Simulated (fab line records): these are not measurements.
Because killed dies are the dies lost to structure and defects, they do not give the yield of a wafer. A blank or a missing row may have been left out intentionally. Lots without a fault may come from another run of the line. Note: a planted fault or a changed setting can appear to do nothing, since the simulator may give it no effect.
Matching of chambers	flow n5 finfet	N5_FIN_CUT_DESCUM_13 on rie diel-03 has 4 sister chambers
The step chemistry O2, time 7 s. 16 wafers are shown with their chamber, then 8 later ones without.

EACH WAFER AND ITS CHAMBER
wafer	chamber	drypump motor current A (A)	oes product au (a.u.)	throttle valve pct (%)
L074.3	3	6.4	1.03	20.59
L074.4	0	5.1	0.77	20.37
L074.6	0	5.1	0.76	20.36
L076.1	3	6.4	1.00	20.57
L076.4	0	5.1	0.75	20.38
L076.6	3	6.4	1.00	20.59
L080.4	3	6.3	0.98	20.58
L080.5	3	6.4	0.97	20.60
L080.6	0	5.1	0.75	20.38
L084.1	2	5.3	0.68	20.48
L084.4	0	5.1	0.74	20.37
L084.6	1	5.4	0.69	20.83
L085.1	2	5.3	0.67	20.50
L085.2	0	5.1	0.73	20.38
L085.3	3	6.4	0.93	20.62
L093.1	1	5.4	0.94	20.50

SIGNATURES (means of the wafers above)
reading	chamber 0	chamber 1	chamber 2	chamber 3	scatter within a chamber
drypump motor current A	5.100	5.400	5.300	6.383	0.0264
oes product au	0.7500	0.8150	0.6750	0.9850	0.0563
throttle valve pct	20.3733	20.6650	20.4900	20.5917	0.0686
Rule: for a wafer and a chamber, the distance is found by dividing, reading by reading, the gap between the wafer's reading and the chamber's mean by the reading's scatter, squaring, summing and taking the root. If the next closest chamber is less than 2 further off than the closest, the wafer can't be placed; otherwise it belongs to the closest. The scatter is the square root of a quotient: the sum, over the shown wafers, of each reading's squared deviation from its chamber's mean, divided by wafers minus chambers.

WAFERS MISSING THEIR CHAMBER
wafer	drypump motor current A (A)	oes product au (a.u.)	throttle valve pct (%)
L093.3	5.3	0.67	20.53
L093.4	5.3	0.66	20.51
L094.3	6.4	0.91	20.62
L094.4	5.3	0.66	20.52
L094.6	5.1	0.73	20.43
L097.2	5.1	0.72	20.41
L097.3	6.4	0.90	20.62
L097.5	5.1	0.73	20.42

THE CHAMBER EACH PASSED THROUGH
wafer	from the rows above	in truth
L093.3	2	2
L093.4	2	2
L094.3	3	3
L094.4	2	2
L094.6	0	0
L097.2	0	0
L097.3	3	3
L097.5	0	0
Placed correctly: 8 of 8. Left unplaced by these rows: 0. Wrongly placed: 0.
